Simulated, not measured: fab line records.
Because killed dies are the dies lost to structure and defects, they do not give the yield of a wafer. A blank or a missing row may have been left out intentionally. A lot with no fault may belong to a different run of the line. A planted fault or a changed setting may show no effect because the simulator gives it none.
What tool caused it? / flow nand-harc / 36 wafers from 12 lots sampled at 6 of the route's 1302 steps

WHAT THE GAUGES READ, wafer by wafer
NHARC_A_CONTACT_CD_MEAS_42: the cd target is 300 nm.
lot=L146; measured=day 22 03:46; on=cd-sem-01; cd-nm (nm)=300.8 300.9 300.0
lot=L148; measured=day 22 05:10; on=cd-sem-03; cd-nm (nm)=300.6 300.1 300.1
lot=L150; measured=day 24 03:19; on=cd-sem-01; cd-nm (nm)=300.7 300.9 300.3
lot=L151; measured=day 24 03:44; on=cd-sem-03; cd-nm (nm)=300.2 299.8 300.4
lot=L152; measured=day 24 17:29; on=cd-sem-03; cd-nm (nm)=300.0 300.3 299.6
lot=L157; measured=day 26 06:47; on=cd-sem-02; cd-nm (nm)=299.4 299.3 300.2
lot=L155; measured=day 26 06:37; on=cd-sem-02; cd-nm (nm)=300.7 299.3 300.5
lot=L158; measured=day 27 03:04; on=cd-sem-01; cd-nm (nm)=300.5 300.4 300.0
lot=L162; measured=day 27 12:55; on=cd-sem-02; cd-nm (nm)=302.3 302.2 301.9
lot=L165; measured=day 30 03:41; on=cd-sem-01; cd-nm (nm)=302.1 302.5 302.4
lot=L167; measured=day 30 04:59; on=cd-sem-02; cd-nm (nm)=299.7 299.6 299.7
lot=L168; measured=day 30 13:29; on=cd-sem-02; cd-nm (nm)=300.3 300.7 300.9

NHARC_A_CONTACT_OVL_MEAS_43.
lot=L146; measured=day 22 03:52; on=overlay-01; overlay-x-nm (nm)=0.4 0.7 0.6; overlay-y-nm (nm)=0.9 0.6 1.5
lot=L148; measured=day 22 05:16; on=overlay-02; overlay-x-nm (nm)=0.8 0.8 0.7; overlay-y-nm (nm)=-1.0 -0.9 -0.8
lot=L150; measured=day 24 03:24; on=overlay-01; overlay-x-nm (nm)=0.0 0.3 0.2; overlay-y-nm (nm)=-1.0 -0.6 -1.3
lot=L151; measured=day 24 03:49; on=overlay-01; overlay-x-nm (nm)=-0.6 -0.5 -0.5; overlay-y-nm (nm)=0.9 1.3 0.3
lot=L152; measured=day 24 17:34; on=overlay-01; overlay-x-nm (nm)=0.4 -0.5 0.1; overlay-y-nm (nm)=0.0 0.9 0.8
lot=L157; measured=day 26 06:52; on=overlay-02; overlay-x-nm (nm)=0.6 0.9 0.4; overlay-y-nm (nm)=1.3 1.2 0.4
lot=L155; measured=day 26 06:43; on=overlay-01; overlay-x-nm (nm)=-0.5 -0.3 -0.7; overlay-y-nm (nm)=1.1 1.3 1.4
lot=L158; measured=day 27 03:09; on=overlay-02; overlay-x-nm (nm)=0.8 0.4 0.3; overlay-y-nm (nm)=-0.1 -0.3 0.2
lot=L162; measured=day 27 13:00; on=overlay-01; overlay-x-nm (nm)=0.4 0.0 0.4; overlay-y-nm (nm)=1.3 1.2 1.6
lot=L165; measured=day 30 03:46; on=overlay-01; overlay-x-nm (nm)=-0.4 -0.4 -0.2; overlay-y-nm (nm)=0.7 0.5 0.5
lot=L167; measured=day 30 05:05; on=overlay-01; overlay-x-nm (nm)=-1.1 -0.6 -1.0; overlay-y-nm (nm)=0.2 1.3 0.9
lot=L168; measured=day 30 13:35; on=overlay-02; overlay-x-nm (nm)=1.1 0.6 0.7; overlay-y-nm (nm)=0.2 0.0 -0.1

NHARC_END_SORT_01.
lot=L146; measured=day 24 23:05; on=prober-02; killed-at-array=30 32 37; killed-at-other=2 1 4; killed-at-periphery=6 2 3; killed-dies=38 35 44; killed-open=4 4 1; killed-short=2 2 3
lot=L148; measured=day 25 07:30; on=prober-01; killed-at-array=43 48 44; killed-at-other=1 5 7; killed-at-periphery=6 3 3; killed-dies=50 56 54; killed-open=6 3 3; killed-short=1 0 2
lot=L150; measured=day 27 04:47; on=prober-01; killed-at-array=67 70 96; killed-at-other=0 0 1; killed-at-periphery=4 3 5; killed-dies=71 73 102; killed-open=1 3 7; killed-short=2 5 2
lot=L151; measured=day 27 03:11; on=prober-02; killed-at-array=36 28 31; killed-at-other=1 2 2; killed-at-periphery=5 0 2; killed-dies=42 30 35; killed-open=7 1 3; killed-short=4 5 4
lot=L152; measured=day 27 15:55; on=prober-02; killed-at-array=47 41 43; killed-at-other=0 2 0; killed-at-periphery=5 1 2; killed-dies=52 44 45; killed-open=2 2 3; killed-short=4 2 0
lot=L157; measured=day 29 12:20; on=prober-02; killed-at-array=61 59 75; killed-at-other=1 2 3; killed-at-periphery=3 2 3; killed-dies=65 63 81; killed-open=6 3 4; killed-short=3 2 1
lot=L155; measured=day 29 13:13; on=prober-01; killed-at-array=18 25 23; killed-at-other=2 0 2; killed-at-periphery=5 4 5; killed-dies=25 29 30; killed-open=0 1 5; killed-short=3 1 3
lot=L158; measured=day 30 02:23; on=prober-02; killed-at-array=71 67 77; killed-at-other=0 0 0; killed-at-periphery=12 10 10; killed-dies=83 77 87; killed-open=3 1 1; killed-short=0 1 2
lot=L162; measured=day 30 10:44; on=prober-02; killed-at-array=54 49 39; killed-at-other=0 0 0; killed-at-periphery=0 3 1; killed-dies=54 52 40; killed-open=3 4 3; killed-short=2 1 1
lot=L165; measured=day 33 05:20; on=prober-02; killed-at-array=53 53 42; killed-at-other=10 2 8; killed-at-periphery=2 1 2; killed-dies=65 56 52; killed-open=6 4 4; killed-short=4 1 1
lot=L167; measured=day 33 05:16; on=prober-01; killed-at-array=44 35 31; killed-at-other=0 1 0; killed-at-periphery=4 3 3; killed-dies=48 39 34; killed-open=3 2 1; killed-short=3 2 1
lot=L168; measured=day 33 12:59; on=prober-01; killed-at-array=36 57 61; killed-at-other=2 2 1; killed-at-periphery=5 5 2; killed-dies=43 64 64; killed-open=1 3 1; killed-short=3 2 2

WHAT TOOL EACH LOT RAN ON (gives the tool, then ch and the chambers of the sampled wafers, and finally the start)
lot=L146; NHARC_A_WL_FILL_ETCHBACK_17=rie-metal-01 ch 0,1, day 21 15:34; NHARC_A_WL_FILL_CMP_12=cmp-04 ch 0,2,3, day 21 21:28; NHARC_A_CONTACT_EXPOSE_39=arfi-scanner-02 ch 0, day 22 03:38
lot=L148; NHARC_A_WL_FILL_ETCHBACK_17=rie-metal-03 ch 0,1, day 21 15:34; NHARC_A_WL_FILL_CMP_12=cmp-02 ch 0,1,3, day 21 21:29; NHARC_A_CONTACT_EXPOSE_39=arfi-scanner-01 ch 0, day 22 05:02
lot=L150; NHARC_A_WL_FILL_ETCHBACK_17=rie-metal-03 ch 0,1, day 23 15:26; NHARC_A_WL_FILL_CMP_12=cmp-02 ch 0,3, day 23 21:15; NHARC_A_CONTACT_EXPOSE_39=arfi-scanner-03 ch 0, day 24 03:11
lot=L151; NHARC_A_WL_FILL_ETCHBACK_17=rie-metal-01 ch 0,1, day 23 17:00; NHARC_A_WL_FILL_CMP_12=cmp-04 ch 0,1,2, day 23 21:22; NHARC_A_CONTACT_EXPOSE_39=arfi-scanner-02 ch 0, day 24 03:35
lot=L152; NHARC_A_WL_FILL_ETCHBACK_17=rie-metal-01 ch 0,1, day 24 02:34; NHARC_A_WL_FILL_CMP_12=cmp-04 ch 0,1,3, day 24 08:26; NHARC_A_CONTACT_EXPOSE_39=arfi-scanner-02 ch 0, day 24 17:20
lot=L157; NHARC_A_WL_FILL_ETCHBACK_17=rie-metal-02 ch 1, day 25 18:43; NHARC_A_WL_FILL_CMP_12=cmp-02 ch 0,1,2, day 26 00:34; NHARC_A_CONTACT_EXPOSE_39=arfi-scanner-02 ch 0, day 26 06:38
lot=L155; NHARC_A_WL_FILL_ETCHBACK_17=rie-metal-03 ch 0,1, day 25 18:46; NHARC_A_WL_FILL_CMP_12=cmp-04 ch 1,2, day 26 00:31; NHARC_A_CONTACT_EXPOSE_39=arfi-scanner-01 ch 0, day 26 06:29
lot=L158; NHARC_A_WL_FILL_ETCHBACK_17=rie-metal-01 ch 0,1, day 26 12:29; NHARC_A_WL_FILL_CMP_12=cmp-01 ch 2,3, day 26 18:20; NHARC_A_CONTACT_EXPOSE_39=arfi-scanner-02 ch 0, day 27 02:55
lot=L162; NHARC_A_WL_FILL_ETCHBACK_17=rie-metal-02 ch 0,1, day 27 00:49; NHARC_A_WL_FILL_CMP_12=cmp-01 ch 0,1, day 27 06:38; NHARC_A_CONTACT_EXPOSE_39=arfi-scanner-02 ch 0, day 27 12:47
lot=L165; NHARC_A_WL_FILL_ETCHBACK_17=rie-metal-03 ch 1, day 29 15:38; NHARC_A_WL_FILL_CMP_12=cmp-01 ch 1,3, day 29 21:26; NHARC_A_CONTACT_EXPOSE_39=arfi-scanner-02 ch 0, day 30 03:33
lot=L167; NHARC_A_WL_FILL_ETCHBACK_17=rie-metal-02 ch 0,1, day 29 15:40; NHARC_A_WL_FILL_CMP_12=cmp-04 ch 0,2, day 29 21:26; NHARC_A_CONTACT_EXPOSE_39=arfi-scanner-01 ch 0, day 30 04:52
lot=L168; NHARC_A_WL_FILL_ETCHBACK_17=rie-metal-01 ch 0,1, day 30 01:45; NHARC_A_WL_FILL_CMP_12=cmp-02 ch 0,3, day 30 07:28; NHARC_A_CONTACT_EXPOSE_39=arfi-scanner-03 ch 0, day 30 13:21
- NHARC_A_WL_FILL_ETCHBACK_17: etches the open film in Cl2/BCl3, target depth 4 nm, time 26.7 s.
- NHARC_A_WL_FILL_CMP_12: polishes, t overpolish 30 s, target thk 100 nm.
- NHARC_A_CONTACT_EXPOSE_39: exposes mask A CC 3.

AS READ BY THE TOOLS THEMSELVES (means over the sampled wafers that have a number; for cases with no such wafer, the mark the record gives instead)
NHARC_A_WL_FILL_ETCHBACK_17.
lot=L146; tool=rie-metal-01; drypump-motor-current-A (A)=5.5; oes-product-au (a.u.)=0.999
lot=L148; tool=rie-metal-03; drypump-motor-current-A (A)=6.0; oes-product-au (a.u.)=0.998
lot=L150; tool=rie-metal-03; drypump-motor-current-A (A)=6.0; oes-product-au (a.u.)=1.007
lot=L151; tool=rie-metal-01; drypump-motor-current-A (A)=5.5; oes-product-au (a.u.)=0.992
lot=L152; tool=rie-metal-01; drypump-motor-current-A (A)=5.5; oes-product-au (a.u.)=0.998
lot=L157; tool=rie-metal-02; drypump-motor-current-A (A)=6.4; oes-product-au (a.u.)=1.000
lot=L155; tool=rie-metal-03; drypump-motor-current-A (A)=6.0; oes-product-au (a.u.)=0.993
lot=L158; tool=rie-metal-01; drypump-motor-current-A (A)=5.2; oes-product-au (a.u.)=1.005
lot=L162; tool=rie-metal-02; drypump-motor-current-A (A)=5.9; oes-product-au (a.u.)=0.996
lot=L165; tool=rie-metal-03; drypump-motor-current-A (A)=5.9; oes-product-au (a.u.)=0.997
lot=L167; tool=rie-metal-02; drypump-motor-current-A (A)=6.2; oes-product-au (a.u.)=1.005
lot=L168; tool=rie-metal-01; drypump-motor-current-A (A)=5.2; oes-product-au (a.u.)=1.001

NHARC_A_WL_FILL_CMP_12.
lot=L146; tool=cmp-04; motor-current-A (A)=12.7; overpolish-run-s (s)=29.993; retaining-ring-pressure-frac=0.993; slurry-filter-dp-kPa (kPa)=13.55; time-to-endpoint-s (s)=17.4
lot=L148; tool=cmp-02; motor-current-A (A)=11.6; overpolish-run-s (s)=29.999; retaining-ring-pressure-frac=0.999; slurry-filter-dp-kPa (kPa)=13.44; time-to-endpoint-s (s)=17.4
lot=L150; tool=cmp-02; motor-current-A (A)=10.3; overpolish-run-s (s)=30.005; retaining-ring-pressure-frac=1.005; slurry-filter-dp-kPa (kPa)=13.49; time-to-endpoint-s (s)=20.2
lot=L151; tool=cmp-04; motor-current-A (A)=11.8; overpolish-run-s (s)=29.993; retaining-ring-pressure-frac=0.995; slurry-filter-dp-kPa (kPa)=13.43; time-to-endpoint-s (s)=19.1
lot=L152; tool=cmp-04; motor-current-A (A)=12.3; overpolish-run-s (s)=30.007; retaining-ring-pressure-frac=0.998; slurry-filter-dp-kPa (kPa)=13.45; time-to-endpoint-s (s)=22.9
lot=L157; tool=cmp-02; motor-current-A (A)=11.4; overpolish-run-s (s)=30.003; retaining-ring-pressure-frac=1.001; slurry-filter-dp-kPa (kPa)=13.58; time-to-endpoint-s (s)=18.3
lot=L155; tool=cmp-04; motor-current-A (A)=11.8; overpolish-run-s (s)=29.990; retaining-ring-pressure-frac=1.007; slurry-filter-dp-kPa (kPa)=13.36; time-to-endpoint-s (s)=20.0
lot=L158; tool=cmp-01; motor-current-A (A)=12.2; overpolish-run-s (s)=30.004; retaining-ring-pressure-frac=0.996; slurry-filter-dp-kPa (kPa)=13.51; time-to-endpoint-s (s)=17.3
lot=L162; tool=cmp-01; motor-current-A (A)=13.0; overpolish-run-s (s)=30.011; retaining-ring-pressure-frac=0.999; slurry-filter-dp-kPa (kPa)=13.41; time-to-endpoint-s (s)=16.7
lot=L165; tool=cmp-01; motor-current-A (A)=12.7; overpolish-run-s (s)=29.992; retaining-ring-pressure-frac=1.000; slurry-filter-dp-kPa (kPa)=13.46; time-to-endpoint-s (s)=19.2
lot=L167; tool=cmp-04; motor-current-A (A)=12.4; overpolish-run-s (s)=30.000; retaining-ring-pressure-frac=1.002; slurry-filter-dp-kPa (kPa)=13.57; time-to-endpoint-s (s)=23.3
lot=L168; tool=cmp-02; motor-current-A (A)=10.2; overpolish-run-s (s)=30.004; retaining-ring-pressure-frac=0.999; slurry-filter-dp-kPa (kPa)=13.45; time-to-endpoint-s (s)=19.2

NHARC_A_CONTACT_EXPOSE_39.
lot=L146; tool=arfi-scanner-02; exposure-dose-mJ-cm2=58.77; reticle-temp-C (C)=22.95
lot=L148; tool=arfi-scanner-01; exposure-dose-mJ-cm2=58.77; reticle-temp-C (C)=22.90
lot=L150; tool=arfi-scanner-03; exposure-dose-mJ-cm2=58.75; reticle-temp-C (C)=22.94
lot=L151; tool=arfi-scanner-02; exposure-dose-mJ-cm2=58.72; reticle-temp-C (C)=22.86
lot=L152; tool=arfi-scanner-02; exposure-dose-mJ-cm2=58.66; reticle-temp-C (C)=22.96
lot=L157; tool=arfi-scanner-02; exposure-dose-mJ-cm2=58.75; reticle-temp-C (C)=23.00
lot=L155; tool=arfi-scanner-01; exposure-dose-mJ-cm2=58.74; reticle-temp-C (C)=22.98
lot=L158; tool=arfi-scanner-02; exposure-dose-mJ-cm2=58.73; reticle-temp-C (C)=22.95
lot=L162; tool=arfi-scanner-02; exposure-dose-mJ-cm2=61.34; reticle-temp-C (C)=23.09
lot=L165; tool=arfi-scanner-02; exposure-dose-mJ-cm2=60.93; reticle-temp-C (C)=22.96
lot=L167; tool=arfi-scanner-01; exposure-dose-mJ-cm2=58.75; reticle-temp-C (C)=23.06
lot=L168; tool=arfi-scanner-03; exposure-dose-mJ-cm2=58.73; reticle-temp-C (C)=23.06

THE ANSWER, worked out from the rows above alone
Rule: what is usual is taken from the lots themselves. Put in order of their means at a reading, lots are off if they are a third of the lots or fewer, leave a main group of 4 or more, and stand apart from it by a gap of 3 or more times the standard deviation of the main group's means; of several such gaps the widest counts. Not used: any main group whose means are identical at the precision the tables above print for the reading. Also off: a lot with no number at a reading for which 4 or more lots have one. Where the step has rows for the other lots, those lots are counted as sound. After the gauges, taken in route order, come the tools' own readings; for these a lot's mean is taken, as printed above. At the first step where some lot is off, the reading lying furthest off is the one used; lots without a number count as furthest.
Off: L162, L165 (NHARC_A_CONTACT_CD_MEAS_42, cd-nm). For the main group the mean is 300.2 nm and the standard deviation 0.34.
A tool fits if, at a process step before that reading, it ran every lot that is off, and no sound lot after the first of them. Not tried: the gauges at NHARC_A_CONTACT_CD_MEAS_42; whatever is off there is also off at NHARC_A_CONTACT_EXPOSE_39, on other tools, and gauge error can't account for it. This does not decide it: 2 tools fit, namely cmp-01 at NHARC_A_WL_FILL_CMP_12 and arfi-scanner-02 at NHARC_A_CONTACT_EXPOSE_39.

WHAT WAS PUT IN BY THE SIMULATOR
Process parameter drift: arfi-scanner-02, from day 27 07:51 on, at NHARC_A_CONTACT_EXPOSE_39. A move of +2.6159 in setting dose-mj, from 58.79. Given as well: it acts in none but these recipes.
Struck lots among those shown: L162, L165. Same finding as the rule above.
